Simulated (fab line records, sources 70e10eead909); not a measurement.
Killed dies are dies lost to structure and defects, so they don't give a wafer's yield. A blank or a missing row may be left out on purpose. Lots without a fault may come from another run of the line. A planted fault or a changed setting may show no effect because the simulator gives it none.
fab line records | flow nand_harc
record lots=23 wafers=69 last_day=33
route steps=1302 shown A_CONTACT@1055 A_BLC@1118
lots that met no fault: from a run of the same line without faults
start_h: hours from the record's first day to the start of the lot's first wafer shown | wait_h: hours since the lot's step before | " the same as in the row above | L1.1+2: a row that stands for several wafers | - no value, or no start given | * or withheld: withheld | < > ~ a bound
route shown NAME@n: a module of which the file shows steps, and the number in the route of the first | usual: mean/standard deviation of fault-free wafers | same: alike in all rows | chamber/n: place in a boat | sites: the reading at each site | _std_site: their standard deviation | _edge_site: outer sites' mean less inner sites' | radius_mm: how far each site lies from the wafer's centre | mask NAME#n: copy n | behind: the tool/chamber that last shaped the wafer | hold: why the lot was held/for how many hours/how that ended | device: the transistor (n, p or np) that didn't switch | end of line: the same wafers' tests at the end of the route | a step without rows: its recipe alone | killed: dies lost to structure and defects at the first sort, not the wafer's yield | map: a wafer's dies, x killed, . not, _ none there
set.NAME: the setting as run; set.NAME@STEP: as run at that earlier step | model.NAME: the simulator's own value behind a step, which no gauge read
steps of the route over a sample of lots; a table a step, a row a wafer
services: from which hour (start_h, from the record's first day; less than 0 if before it) a tool's chamber was out of use, for how many hours, and why
## steps
# step NHARC_A_CONTACT_ETCH_132
# recipe source_w=withheld pressure_mtorr=20 bias_v=3000 time_s=197 target_depth_a=19240 ar_flow_sccm=withheld c4f8_flow_sccm=withheld o2_flow_sccm=withheld chemistry=C4F8/O2/Ar
# columns lot.wafer tool chamber start_h wait_h rf_hours_counter_h
L074.4 har_cap_etch-02 0 499.71 0.1 -
L074.3 " 1 " " -
L074.5 " 0 " " -
L075.2 har_cap_etch-01 1 520.74 0.2 1
L075.1 " 0 " " 1
L075.5 " 1 " " -
L076.2 har_cap_etch-02 1 520.84 0.1 87
L076.6 " 0 " " -
L076.5 " 1 " " -
L077.1 har_cap_etch-02 0 536.39 0.1 90
L077.4 " 0 " " -
L077.5 " 1 " " -
L078.3 har_cap_etch-03 1 546.28 0.1 -
L078.5 " 1 " " -
L078.6 " 0 " " -
L079.4 har_cap_etch-02 0 571.40 0.1 -
L079.6 " 0 " " -
L079.5 " 1 " " -
L080.3 har_cap_etch-01 1 574.49 0.1 -
L080.4 " 0 " " -
L080.6 " 1 " " -
L081.1 har_cap_etch-03 0 587.46 0.1 59
L081.4 " 1 " " -
L081.5 " 1 " " -
L082.1 har_cap_etch-01 1 588.10 0.1 11
L082.2 " 0 " " 11
L082.3 " 0 " " -
L083.1 har_cap_etch-01 1 606.08 0.1 14
L083.3 " 0 " " -
L083.6 " 1 " " -
L084.1 har_cap_etch-03 1 611.47 0.1 64
L084.2 " 0 " " 64
L084.5 " 1 " " -
L085.2 har_cap_etch-01 1 612.60 0.1 16
L085.3 " 0 " " -
L085.6 " 1 " " -
L086.1 har_cap_etch-03 0 619.36 0.1 66
L086.4 " 1 " " -
L086.6 " 1 " " -
L087.4 har_cap_etch-03 1 633.57 0.2 -
L087.3 " 0 " " -
L087.6 " 1 " " -
L088.4 har_cap_etch-01 0 648.81 0.1 -
L088.6 " 0 " " -
L088.5 " 1 " " -
L089.2 har_cap_etch-03 0 652.59 0.1 72
L089.1 " 1 " " 72
L089.4 " 1 " " -
L090.4 har_cap_etch-02 1 655.90 0.1 -
L090.3 " 0 " " -
L090.5 " 0 " " -
L091.1 har_cap_etch-03 1 695.40 0.2 78
L091.4 " 1 " " -
L091.5 " 0 " " -
L092.1 har_cap_etch-02 0 696.21 0.1 119
L092.2 " 1 " " 119
L092.3 " 1 " " -
L093.1 har_cap_etch-01 0 702.56 0.1 30
L093.4 " 0 " " -
L093.5 " 1 " " -
L094.3 har_cap_etch-03 0 703.22 0.2 -
L094.5 " 0 " " -
L094.6 " 1 " " -
L095.2 har_cap_etch-03 0 722.60 0.1 83
L095.4 " 1 " " -
L095.6 " 0 " " -
L096.2 har_cap_etch-03 1 738.65 0.1 86
L096.1 " 0 " " 86
L096.5 " 1 " " -
# step NHARC_A_CONTACT_ETCH_106
# recipe target_depth_a=900 overetch_a=90 time_s=49.5 ion_energy_ev=100 cf4_flow_sccm=80 o2_flow_sccm=20 ar_flow_sccm=0 rf_w=300 bias_w=100 chemistry=CF4/O2
# usual bias_w=100.0/0.3 drypump_motor_current_A=5.7/0.46 oes_product_au=1.001/0.01 rf_vpp_V=197.7/1.5 showerhead_plenum_p_Torr=1.33/0.051 throttle_valve_pct=13.398/0.0095
# columns lot.wafer tool chamber start_h wait_h bias_w drypump_motor_current_A oes_product_au rf_hours_counter_h rf_vpp_V showerhead_plenum_p_Torr throttle_valve_pct
L074.3 rie_diel-08 1 501.14 0.0 100.7 5.7 0.991 22 197.0 1.35 13.396
L074.4 " 3 " " 99.8 5.3 1.015 26 196.0 1.27 13.387
L074.5 " 2 " " 99.9 5.4 0.982 - 196.7 1.29 13.392
L076.2 rie_diel-07 1 522.30 0.1 100.1 5.9 1.010 12 198.7 1.42 13.414
L076.6 " 3 " " 99.9 5.4 0.999 - 199.2 1.42 13.391
L076.5 " 0 " " 99.5 5.2 1.015 - 199.6 1.37 13.395
L075.2 rie_diel-04 1 522.43 0.1 100.1 5.5 1.012 51 199.2 1.40 13.393
L075.1 " 3 " " 99.5 5.6 1.007 51 197.8 1.35 13.409
L075.5 " 2 " " 100.1 5.6 0.991 - 197.1 1.34 13.408
L077.1 rie_diel-08 2 537.83 0.0 100.1 5.4 0.987 28 196.5 1.29 13.396
L077.4 " 0 " " 99.9 6.8 1.012 30 198.7 1.37 13.415
L077.5 " 2 " " 99.9 5.4 0.996 - 196.1 1.29 13.386
L078.3 rie_diel-07 3 547.72 0.1 100.0 5.4 0.989 18 197.9 1.41 13.383
L078.6 " 1 " " 100.2 5.9 1.008 - 198.5 1.42 13.407
L078.5 " 2 " " 99.9 5.1 1.008 - 196.0 1.28 13.385
L079.4 rie_diel-04 2 572.90 0.1 99.9 5.6 0.993 12 197.5 1.34 13.408
L079.5 " 1 " " 99.7 5.5 0.986 - 198.6 1.39 13.409
L079.6 " 2 " " 100.2 5.7 0.989 - 196.5 1.34 13.401
L080.4 rie_diel-08 2 575.91 0.1 100.4 5.4 1.007 4 196.1 1.28 13.391
L080.3 " 3 " " 100.8 5.4 1.003 4 194.9 1.27 13.394
L080.6 " 3 " " 99.8 5.3 1.003 - 196.0 1.27 13.384
L081.4 rie_diel-08 3 588.92 0.1 99.9 5.3 1.007 6 197.2 1.27 13.390
L081.1 " 0 " " 99.9 6.8 0.998 7 199.6 1.37 13.398
L081.5 " 2 " " 100.3 5.4 1.017 - 195.7 1.28 13.414
L082.2 rie_diel-08 2 589.68 0.1 100.4 5.4 1.000 6 197.6 1.28 13.399
L082.1 " 3 " " 100.2 5.3 1.010 7 196.3 1.27 13.401
L082.3 " 0 " " 100.0 6.8 1.004 7 197.6 1.37 13.403
L083.3 rie_diel-08 3 607.56 0.1 100.2 5.3 1.009 11 197.0 1.27 13.409
L083.1 " 1 " " 99.9 5.7 0.983 11 198.7 1.35 13.377
L083.6 " 2 " " 100.7 5.4 1.005 - 198.0 1.28 13.410
L084.1 rie_diel-04 0 612.95 0.1 99.9 5.8 0.995 14 199.3 1.40 13.393
L084.2 " 1 " " 99.8 5.4 0.986 26 199.0 1.39 13.408
L084.5 " 3 " " 100.5 5.6 0.994 - 198.9 1.34 13.408
L085.3 rie_diel-04 3 614.11 0.0 100.0 5.6 1.008 19 198.4 1.34 13.388
L085.2 " 2 " " 99.9 5.7 0.978 24 197.5 1.34 13.404
L085.6 " 3 " " 99.6 5.6 1.000 - 199.5 1.34 13.402
L086.1 rie_diel-08 0 621.36 0.4 100.5 6.8 1.012 14 196.6 1.37 13.389
L086.4 " 1 " " 100.1 5.7 0.999 15 197.5 1.35 13.379
L086.6 " 0 " " 100.4 6.8 1.011 - 197.1 1.37 13.399
L087.3 rie_diel-07 1 635.07 0.1 100.6 5.8 1.015 48 200.3 1.41 13.392
L087.6 " 2 " " 100.0 5.1 1.005 - 195.3 1.27 13.402
L087.4 " 0 " " 99.7 5.2 1.009 - 196.2 1.36 13.400
L088.4 rie_diel-08 1 650.81 0.6 100.3 5.7 0.985 20 199.2 1.35 13.414
L088.6 " 0 " " 99.8 6.8 1.014 - 199.2 1.37 13.406
L088.5 " 1 " " 100.4 5.7 0.974 - 196.8 1.35 13.384
L089.4 rie_diel-08 1 655.05 0.4 100.2 5.8 0.994 21 198.6 1.35 13.393
L089.2 " 2 " " 99.7 5.4 1.005 20 195.9 1.28 13.403
L089.1 " 3 " " 99.8 5.3 1.016 21 196.0 1.26 13.408
L090.4 rie_diel-08 0 657.31 0.1 99.5 6.8 1.009 19 198.4 1.37 13.387
L090.3 " 2 " " 100.5 5.4 0.997 20 197.1 1.28 13.389
L090.5 " 1 " " 100.6 5.8 0.993 - 198.8 1.35 13.401
L091.4 rie_diel-08 3 697.08 0.0 100.2 5.4 1.002 27 196.5 1.26 13.392
L091.1 " 0 " " 99.5 6.8 1.003 25 199.9 1.36 13.389
L091.5 " 0 " " 100.1 6.8 1.003 - 200.4 1.36 13.395
L092.3 rie_diel-08 2 697.84 0.1 99.9 5.4 1.006 26 195.2 1.28 13.403
L092.2 " 3 " " 100.0 5.4 1.013 27 194.0 1.26 13.392
L092.1 " 0 " " 100.2 6.8 1.010 25 198.1 1.37 13.387
L093.1 rie_diel-04 3 704.02 0.1 99.7 5.6 1.005 44 198.8 1.34 13.392
L093.4 " 1 " " 100.2 5.4 0.993 54 198.8 1.38 13.396
L093.5 " 0 " " 99.4 5.7 0.992 - 197.8 1.40 13.404
L094.3 rie_diel-08 1 704.81 0.1 100.4 5.8 0.993 29 198.4 1.35 13.399
L094.6 " 1 " " 99.6 5.8 0.991 - 196.2 1.35 13.402
L094.5 " 2 " " 100.0 5.4 1.010 - 197.5 1.28 13.412
L095.2 rie_diel-07 1 724.06 0.1 100.6 5.9 1.018 23 200.1 1.41 13.402
L095.4 " 2 " " 100.0 5.2 0.998 23 196.7 1.27 13.395
L095.6 " 3 " " 99.6 5.4 0.985 - 198.7 1.40 13.398
L096.2 rie_diel-08 1 740.17 0.1 100.3 5.7 1.000 2 197.4 1.35 13.409
L096.1 " 2 " " 100.6 5.4 0.999 2 197.1 1.28 13.395
L096.5 " 2 " " 99.9 5.4 0.995 - 196.7 1.28 13.406
# step NHARC_A_CONTACT_INSPECT_10
# usual raw_defect_count=80/37
# columns lot.wafer tool chamber start_h wait_h raw_defect_count
L074.3 defect_inspect-02 - 504.28 0.0 67
L074.4 " - " " 77
L074.5 " - " " 75
L076.2 defect_inspect-01 - 525.52 0.0 21
L076.5 " - " " 21
L076.6 " - " " 13
L075.1 defect_inspect-01 - 525.67 0.0 173
L075.2 " - " " 155
L075.5 " - " " 153
L077.1 defect_inspect-02 - 541.09 0.0 100
L077.4 " - " " 111
L077.5 " - " " 101
L078.3 defect_inspect-02 - 550.97 0.0 50
L078.5 " - " " 62
L078.6 " - " " 51
L079.4 defect_inspect-02 - 576.20 0.0 101
L079.5 " - " " 84
L079.6 " - " " 105
L080.3 defect_inspect-02 - 579.16 0.0 131
L080.4 " - " " 99
L080.6 " - " " 132
L081.1 defect_inspect-01 - 592.23 0.0 66
L081.4 " - " " 65
L081.5 " - " " 77
L082.1 defect_inspect-02 - 592.90 0.0 121
L082.2 " - " " 130
L082.3 " - " " 104
L083.1 defect_inspect-01 - 613.14 0.0 139
L083.3 " - " " 144
L083.6 " - " " 132
L084.1 defect_inspect-01 - 617.93 0.0 55
L084.2 " - " " 70
L084.5 " - " " 56
L085.2 defect_inspect-02 - 620.25 0.0 94
L085.3 " - " " 87
L085.6 " - " " 97
L086.1 defect_inspect-02 - 624.60 0.0 17
L086.4 " - " " 15
L086.6 " - " " 16
L087.3 defect_inspect-02 - 641.95 0.0 99
L087.4 " - " " 101
L087.6 " - " " 72
L088.4 defect_inspect-02 - 653.93 0.0 86
L088.5 " - " " 95
L088.6 " - " " 101
L089.1 defect_inspect-01 - 658.20 0.0 100
L089.2 " - " " 89
L089.4 " - " " 95
L090.3 defect_inspect-02 - 660.68 0.0 27
L090.4 " - " " 36
L090.5 " - " " 36
L091.1 defect_inspect-02 - 702.94 0.0 122
L091.4 " - " " 120
L091.5 " - " " 111
L092.1 defect_inspect-02 - 703.29 0.0 91
L092.2 " - " " 89
L092.3 " - " " 76
L093.1 defect_inspect-02 - 707.81 0.0 35
L093.4 " - " " 36
L093.5 " - " " 30
L094.3 defect_inspect-02 - 708.57 0.0 53
L094.5 " - " " 77
L094.6 " - " " 77
L095.2 defect_inspect-02 - 727.32 0.0 23
L095.4 " - " " 26
L095.6 " - " " 21
L096.1 defect_inspect-01 - 744.02 0.0 57
L096.2 " - " " 62
L096.5 " - " " 60
# step NHARC_A_CONTACT_ETCH_88
# recipe target_depth_a=390 over_etch_frac=0.3 time_s=65 ion_energy_ev=80 cf4_flow_sccm=150 ar_flow_sccm=0 rf_w=300 bias_w=100 chemistry=CF4
# usual bias_w=99.94/0.28 drypump_motor_current_A=5.7/0.51 oes_product_au=1.001/0.01 rf_vpp_V=151.3/1.1 showerhead_plenum_p_Torr=1.77/0.066 throttle_valve_pct=13.283/0.009
# columns lot.wafer tool chamber start_h wait_h bias_w drypump_motor_current_A oes_product_au rf_hours_counter_h rf_vpp_V showerhead_plenum_p_Torr throttle_valve_pct
L074.4 rie_diel-08 3 504.43 0.1 99.95 5.3 1.013 27 151.0 1.69 13.285
L074.3 " 1 " " 99.83 5.8 0.997 22 151.2 1.79 13.293
L074.5 " 3 " " 99.61 5.3 1.017 - 149.4 1.69 13.298
L076.2 rie_diel-08 2 525.67 0.1 99.79 5.4 0.982 27 151.7 1.71 13.279
L076.6 " 2 " " 99.60 5.3 0.987 - 148.9 1.71 13.301
L076.5 " 3 " " 99.96 5.3 1.019 - 150.8 1.68 13.275
L075.2 rie_diel-07 3 525.83 0.1 100.06 5.4 0.992 12 152.5 1.87 13.282
L075.1 " 0 " " 99.64 5.2 0.998 11 152.4 1.81 13.294
L075.5 " 1 " " 100.27 5.9 1.001 - 153.6 1.88 13.284
L077.4 rie_diel-08 0 541.24 0.1 100.07 6.8 1.012 30 150.0 1.81 13.285
L077.1 " 1 " " 100.10 5.7 0.985 27 151.3 1.79 13.254
L077.5 " 3 " " 100.22 5.4 1.019 - 150.4 1.68 13.284
L078.3 rie_diel-07 2 551.18 0.1 99.79 5.2 0.990 21 150.2 1.70 13.276
L078.6 " 0 " " 100.51 5.2 1.008 - 152.4 1.81 13.288
L078.5 " 1 " " 99.49 5.9 1.001 - 152.4 1.87 13.300
L079.4 rie_diel-04 0 576.41 0.1 99.90 5.8 1.010 3 153.9 1.86 13.270
L079.5 " 2 " " 99.78 5.6 0.990 - 151.6 1.78 13.287
L079.6 " 3 " " 99.84 5.6 1.018 - 151.2 1.78 13.289
L080.3 rie_diel-07 3 579.31 0.1 99.63 5.4 0.978 32 152.3 1.87 13.275
L080.4 " 0 " " 100.23 5.2 1.010 26 150.9 1.81 13.286
L080.6 " 0 " " 100.04 5.2 1.006 - 151.5 1.81 13.290
L081.1 rie_diel-08 2 592.38 0.1 99.82 5.4 1.008 6 151.9 1.70 13.301
L081.4 " 1 " " 99.98 5.7 0.985 6 152.6 1.79 13.284
L081.5 " 2 " " 100.04 5.3 1.008 - 149.6 1.71 13.282
L082.1 rie_diel-04 1 593.07 0.1 99.80 5.5 0.989 22 150.8 1.84 13.285
L082.2 " 2 " " 99.92 5.7 0.984 19 150.9 1.77 13.275
L082.3 " 0 " " 99.46 5.8 1.012 10 151.8 1.86 13.278
L083.1 rie_diel-08 2 613.28 0.1 100.32 5.4 1.006 12 148.5 1.70 13.289
L083.3 " 1 " " 99.91 5.7 0.997 13 151.8 1.79 13.296
L083.6 " 3 " " 99.79 5.3 1.012 - 150.3 1.68 13.278
L084.2 rie_diel-08 1 618.08 0.1 99.44 5.8 1.000 13 150.6 1.79 13.278
L084.1 " 3 " " 99.82 5.4 1.004 13 149.8 1.68 13.261
L084.5 " 1 " " 99.48 5.8 0.992 - 151.9 1.79 13.268
L085.3 rie_diel-08 2 620.45 0.1 99.97 5.3 0.994 13 149.8 1.70 13.273
L085.2 " 0 " " 99.97 6.8 0.999 14 151.4 1.81 13.287
L085.6 " 1 " " 99.78 5.8 1.001 - 151.7 1.79 13.286
L086.1 rie_diel-08 0 624.75 0.1 99.86 6.8 0.999 15 152.2 1.81 13.273
L086.4 " 2 " " 100.04 5.4 0.998 14 151.4 1.70 13.274
L086.6 " 3 " " 100.17 5.3 1.005 - 151.6 1.68 13.301
L087.3 rie_diel-07 3 642.09 0.1 99.48 5.4 0.986 51 152.2 1.86 13.283
L087.4 " 0 " " 99.93 5.2 1.000 51 150.8 1.80 13.287
L087.6 " 3 " " 99.81 5.4 0.983 - 151.4 1.86 13.285
L088.4 rie_diel-08 1 654.24 0.1 100.57 5.7 0.995 21 151.3 1.79 13.280
L088.6 " 3 " " 99.63 5.4 1.004 - 152.0 1.68 13.283
L088.5 " 0 " " 99.94 6.8 1.011 - 150.8 1.81 13.276
L089.1 rie_diel-08 2 658.35 0.1 100.28 5.4 1.006 20 150.1 1.70 13.274
L089.4 " 0 " " 100.19 6.8 1.009 19 151.9 1.81 13.273
L089.2 " 1 " " 100.21 5.8 0.986 22 150.6 1.79 13.277
L090.3 rie_diel-08 3 660.83 0.1 99.48 5.4 1.008 22 149.5 1.68 13.278
L090.4 " 0 " " 99.88 6.8 1.002 19 152.2 1.81 13.284
L090.5 " 2 " " 100.04 5.3 0.995 - 150.2 1.70 13.296
L091.1 rie_diel-08 3 703.08 0.1 99.64 5.3 1.012 28 149.4 1.68 13.276
L091.4 " 2 " " 99.63 5.4 1.012 27 150.4 1.70 13.302
L091.5 " 3 " " 99.72 5.3 1.024 - 150.4 1.68 13.287
L092.3 rie_diel-07 2 703.44 0.1 100.20 5.2 0.996 14 150.1 1.68 13.280
L092.1 " 0 " " 99.62 5.2 1.007 14 151.3 1.80 13.294
L092.2 " 1 " " 100.27 5.9 1.007 13 151.7 1.86 13.264
L093.1 rie_diel-08 1 707.96 0.1 100.50 5.7 0.982 29 151.3 1.78 13.287
L093.4 " 2 " " 99.60 5.4 1.001 28 150.4 1.70 13.262
L093.5 " 0 " " 99.83 6.8 1.004 - 153.1 1.81 13.295
L094.3 rie_diel-04 3 708.73 0.1 100.05 5.6 1.014 45 150.8 1.77 13.281
L094.5 " 0 " " 99.81 5.8 1.002 - 150.9 1.85 13.284
L094.6 " 1 " " 100.04 5.5 0.997 - 152.3 1.83 13.295
L095.2 rie_diel-04 1 727.49 0.1 99.65 5.5 0.991 3 153.1 1.83 13.277
L095.4 " 0 " " 99.80 5.8 0.989 - 151.2 1.85 13.278
L095.6 " 3 " " 100.62 5.6 1.005 - 152.4 1.77 13.297
L096.2 rie_diel-07 0 744.16 0.1 99.99 5.2 1.003 29 150.9 1.79 13.270
L096.1 " 2 " " 100.18 5.1 1.006 29 149.7 1.68 13.277
L096.5 " 1 " " 100.08 5.9 1.015 - 151.3 1.86 13.301
# step NHARC_A_CONTACT_ETCH_92
# recipe target_depth_a=400 over_etch_frac=0.5 time_s=85.7 ion_energy_ev=120 ch3f_flow_sccm=50 o2_flow_sccm=30 ar_flow_sccm=200 rf_w=500 bias_w=100 chemistry=CH3F/O2
# usual bias_w=99.9/0.3 ch3f_flow_sccm=50.01/0.15 drypump_motor_current_A=5.7/0.53 oes_product_au=0.933/0.022 rf_vpp_V=244.4/1.6 showerhead_plenum_p_Torr=2.46/0.092 throttle_valve_pct=20.663/0.0093
# columns lot.wafer tool chamber start_h wait_h bias_w ch3f_flow_sccm drypump_motor_current_A oes_product_au rf_hours_counter_h rf_vpp_V showerhead_plenum_p_Torr throttle_valve_pct
L074.3 rie_diel-08 3 507.33 0.4 100.1 49.98 5.4 0.939 27 243.1 2.34 20.655
L074.4 " 0 " " 100.0 50.12 6.8 0.938 26 245.8 2.53 20.665
L074.5 " 2 " " 100.4 49.95 5.3 0.918 - 242.7 2.37 20.667
L076.2 rie_diel-07 1 528.59 0.5 100.2 49.94 5.8 0.926 13 245.8 2.61 20.663
L076.5 " 2 " " 100.3 50.10 5.2 0.914 - 242.9 2.36 20.680
L076.6 " 3 " " 99.6 49.96 5.4 0.913 - 246.8 2.61 20.660
L075.1 rie_diel-08 2 528.72 0.5 99.7 50.07 5.4 0.910 27 242.4 2.37 20.645
L075.2 " 0 " " 99.3 49.87 6.8 0.926 29 245.4 2.52 20.639
L075.5 " 1 " " 100.1 49.74 5.7 0.920 - 245.4 2.49 20.662
L077.4 rie_diel-08 2 544.13 0.4 99.9 50.18 5.4 0.938 29 242.3 2.37 20.650
L077.1 " 0 " " 99.8 50.17 6.8 0.947 31 244.9 2.52 20.659
L077.5 " 2 " " 99.7 50.08 5.4 0.953 - 243.1 2.37 20.660
L078.3 rie_diel-07 0 554.05 0.4 99.9 50.14 5.2 0.932 20 245.0 2.52 20.664
L078.6 " 0 " " 99.6 50.13 5.2 0.926 - 246.4 2.52 20.659
L078.5 " 1 " " 99.7 50.14 5.9 0.925 - 246.2 2.61 20.682
L079.4 rie_diel-08 3 579.29 0.4 99.0 50.01 5.4 0.937 5 242.8 2.33 20.650
L079.6 " 3 " " 99.3 50.17 5.4 0.929 - 242.3 2.34 20.656
L079.5 " 0 " " 100.2 49.93 6.8 0.924 - 245.1 2.52 20.680
L080.3 rie_diel-08 3 587.84 0.4 99.9 50.27 5.4 0.939 6 242.1 2.33 20.651
L080.4 " 2 " " 100.1 49.89 5.4 0.944 6 243.1 2.37 20.667
L080.6 " 0 " " 99.8 50.05 6.8 0.919 - 243.2 2.52 20.653
L081.1 rie_diel-07 1 595.27 0.5 99.8 50.14 5.8 0.925 35 246.2 2.60 20.660
L081.4 " 2 " " 100.0 50.02 5.1 0.921 39 243.3 2.35 20.661
L081.5 " 1 " " 99.6 50.15 5.9 0.929 - 247.4 2.60 20.659
L082.3 rie_diel-07 3 596.17 0.4 99.9 49.97 5.4 0.905 40 244.4 2.59 20.665
L082.1 " 0 " " 100.3 49.97 5.2 0.929 35 245.4 2.51 20.657
L082.2 " 1 " " 99.9 50.05 5.8 0.930 35 246.5 2.60 20.676
L083.1 rie_diel-08 1 616.16 0.5 100.0 49.96 5.8 0.941 13 245.3 2.49 20.673
L083.3 " 0 " " 100.5 50.00 6.8 0.941 13 245.5 2.52 20.657
L083.6 " 2 " " 99.9 50.13 5.4 0.937 - 243.0 2.36 20.658
L084.2 rie_diel-08 1 620.96 0.5 100.6 50.19 5.8 0.928 14 245.6 2.49 20.669
L084.1 " 0 " " 100.0 50.01 6.8 0.930 14 244.9 2.52 20.657
L084.5 " 1 " " 99.9 49.82 5.8 0.921 - 244.7 2.49 20.654
L085.3 rie_diel-08 2 623.45 0.4 100.4 49.87 5.4 0.919 14 243.5 2.36 20.660
L085.2 " 3 " " 100.2 50.14 5.4 0.931 14 242.8 2.33 20.677
L085.6 " 1 " " 100.1 50.27 5.8 0.916 - 245.6 2.49 20.663
L086.4 rie_diel-04 3 627.65 0.4 100.4 49.82 5.6 0.917 22 245.1 2.47 20.669
L086.1 " 2 " " 99.6 49.85 5.6 0.924 27 245.1 2.46 20.663
L086.6 " 3 " " 99.7 49.86 5.6 0.923 - 243.7 2.47 20.667
L087.3 rie_diel-08 1 644.97 0.4 100.0 50.10 5.7 0.994 19 244.0 2.48 20.669
L087.4 " 2 " " 99.7 49.85 5.3 1.006 18 242.7 2.36 20.669
L087.6 " 2 " " 99.9 50.13 5.4 1.001 - 241.7 2.36 20.661
L088.4 rie_diel-04 2 657.16 0.5 99.9 49.70 5.6 1.011 38 243.5 2.46 20.663
L088.6 " 3 " " 99.8 49.94 5.6 1.004 - 244.3 2.47 20.665
L088.5 " 0 " " 99.5 49.86 5.7 0.999 - 246.5 2.58 20.664
L089.1 rie_diel-08 0 661.23 0.5 99.9 50.05 6.8 0.924 20 246.2 2.52 20.659
L089.2 " 1 " " 100.2 50.13 5.8 0.930 22 244.5 2.48 20.667
L089.4 " 2 " " 100.1 50.10 5.4 0.936 21 243.5 2.36 20.663
L090.3 rie_diel-08 1 663.81 0.4 99.7 49.96 5.7 0.914 23 244.1 2.48 20.655
L090.4 " 2 " " 99.3 49.94 5.4 0.926 - 242.9 2.36 20.669
L090.5 " 0 " " 99.7 50.12 6.8 0.921 - 244.5 2.51 20.652
L091.1 rie_diel-08 0 705.96 0.5 99.7 49.80 6.8 0.929 27 245.3 2.51 20.662
L091.4 " 2 " " 99.8 49.93 5.4 0.924 28 243.3 2.36 20.661
L091.5 " 1 " " 99.3 49.85 5.8 0.920 - 244.5 2.48 20.661
L092.2 rie_diel-04 1 706.32 0.5 99.7 50.09 5.4 0.915 55 247.1 2.55 20.672
L092.3 " 3 " " 100.1 49.80 5.6 0.934 45 243.5 2.46 20.650
L092.1 " 0 " " 99.7 50.14 5.8 0.920 44 245.1 2.57 20.645
L093.1 rie_diel-08 3 710.84 0.5 100.6 50.10 5.4 0.943 30 242.3 2.33 20.662
L093.4 " 1 " " 99.9 49.83 5.8 0.934 31 245.3 2.48 20.673
L093.5 " 0 " " 100.1 50.01 6.8 0.937 - 245.0 2.51 20.681
L094.3 rie_diel-08 2 711.63 0.4 100.2 50.02 5.4 0.926 30 242.7 2.36 20.661
L094.6 " 0 " " 99.6 50.03 6.8 0.932 - 245.5 2.51 20.654
L094.5 " 1 " " 100.4 49.70 5.8 0.918 - 245.5 2.48 20.673
L095.2 rie_diel-07 2 730.61 0.6 100.0 50.10 5.2 0.930 25 242.2 2.33 20.654
L095.4 " 3 " " 100.0 49.91 5.4 0.920 25 245.1 2.58 20.648
L095.6 " 2 " " 100.0 49.95 5.1 0.920 - 242.2 2.33 20.684
L096.1 rie_diel-08 3 747.05 0.5 99.9 49.85 5.4 0.924 4 243.0 2.32 20.666
L096.2 " 1 " " 100.4 49.91 5.8 0.914 4 243.6 2.48 20.673
L096.5 " 0 " " 100.3 50.16 6.8 0.912 - 245.7 2.51 20.662
# step NHARC_A_BLC_OVL_MEAS_11
# usual overlay_x_nm=-0.1/0.84 overlay_y_nm=0.0/0.84
# columns lot.wafer tool chamber start_h wait_h overlay_x_nm overlay_y_nm
L074.3 overlay-02 - 510.45 - -0.1 -0.6
L074.4 " - " " 0.0 -0.7
L074.5 " - " " 0.5 -0.2
L076.2 overlay-01 - 531.79 - 0.1 -0.1
L076.5 " - " " 0.5 -0.2
L076.6 " - " " -0.2 0.4
L075.1 overlay-01 - 531.98 - -0.1 -0.8
L075.2 " - " " -0.5 -0.8
L075.5 " - " " 0.0 -0.3
L077.1 overlay-02 - 547.38 - 1.6 -0.6
L077.4 " - " " 1.2 -0.6
L077.5 " - " " 1.7 -1.1
L078.3 overlay-02 - 557.33 - -0.9 -1.5
L078.5 " - " " -0.1 -1.7
L078.6 " - " " -0.1 -1.3
L079.4 overlay-01 - 582.43 - 0.4 1.1
L079.5 " - " " 0.3 1.7
L079.6 " - " " 0.4 1.2
L080.3 overlay-02 - 591.24 - -0.8 -0.1
L080.4 " - " " -0.9 0.0
L080.6 " - " " -1.6 0.1
L081.1 overlay-01 - 598.47 - 0.1 -0.2
L081.4 " - " " -0.1 -0.5
L081.5 " - " " -0.1 -0.3
L082.1 overlay-02 - 599.38 - -0.7 -0.6
L082.2 " - " " -0.1 -0.2
L082.3 " - " " -1.1 -0.3
L083.1 overlay-02 - 619.44 - 1.3 -0.2
L083.3 " - " " 1.1 0.2
L083.6 " - " " 0.9 -0.6
L084.1 overlay-02 - 624.49 - -0.2 0.4
L084.2 " - " " -0.2 0.1
L084.5 " - " " -0.8 0.2
L085.2 overlay-01 - 626.68 - -1.5 -0.8
L085.3 " - " " -1.5 -0.7
L085.6 " - " " -1.4 -0.9
L086.1 overlay-01 - 630.80 - 0.9 -1.0
L086.4 " - " " 0.9 -1.1
L086.6 " - " " 1.5 -0.9
L087.3 overlay-01 - 648.15 - 0.1 0.7
L087.4 " - " " 0.4 0.8
L087.6 " - " " 0.3 0.8
L088.4 overlay-01 - 660.42 - -1.3 0.0
L088.5 " - " " -1.4 0.1
L088.6 " - " " -1.7 0.2
L089.1 overlay-01 - 664.69 - -1.0 1.4
L089.2 " - " " -1.8 1.7
L089.4 " - " " -0.9 1.4
L090.3 overlay-01 - 667.13 - -0.5 1.0
L090.4 " - " " -0.9 1.7
L090.5 " - " " -0.8 1.3
L091.1 overlay-02 - 709.08 - -0.5 0.0
L091.4 " - " " -1.1 1.2
L091.5 " - " " -1.1 0.5
L092.1 overlay-02 - 709.80 - 0.3 1.1
L092.2 " - " " 0.1 1.3
L092.3 " - " " -0.4 0.9
L093.1 overlay-02 - 714.10 - 0.5 0.0
L093.4 " - " " -0.1 0.6
L093.5 " - " " 0.9 0.5
L094.3 overlay-01 - 714.85 - 0.6 -0.2
L094.5 " - " " 0.4 -0.1
L094.6 " - " " 0.3 -0.4
L095.2 overlay-02 - 734.36 - 0.8 -0.1
L095.4 " - " " 0.4 0.5
L095.6 " - " " 1.1 0.3
L096.1 overlay-02 - 750.35 - -0.4 -0.7
L096.2 " - " " -0.3 -1.2
L096.5 " - " " 0.1 -0.9
## services
# columns tool chamber start_h hours kind
har_cap_etch-02 - 478.90 11.0 repair
har_cap_etch-01 - 497.63 17.0 pm
rie_diel-08 0 499.88 - clean
rie_diel-04 - 532.93 9.0 pm
rie_diel-08 - 536.17 0.4 repair
rie_diel-08 - 544.87 9.0 pm
rie_diel-07 1 554.62 4.5 repair
rie_diel-07 0 555.62 7.3 repair
har_cap_etch-03 - 566.91 0.3 repair
rie_diel-04 3 582.21 24.3 repair
rie_diel-04 - 597.26 0.4 repair
rie_diel-07 3 624.07 13.7 repair
rie_diel-08 0 632.02 11.3 repair
rie_diel-07 - 648.20 9.0 pm
rie_diel-08 3 663.73 13.8 repair
har_cap_etch-03 - 665.38 0.3 repair
rie_diel-07 - 671.04 1.6 repair
rie_diel-04 2 673.46 3.1 repair
rie_diel-04 - 709.98 9.0 pm
har_cap_etch-03 - 712.64 2.1 repair
rie_diel-08 - 721.90 9.0 pm
rie_diel-04 2 724.15 3.9 repair
rie_diel-08 0 737.35 3.4 repair
rie_diel-08 2 742.00 42.1 repair
## key
fault none
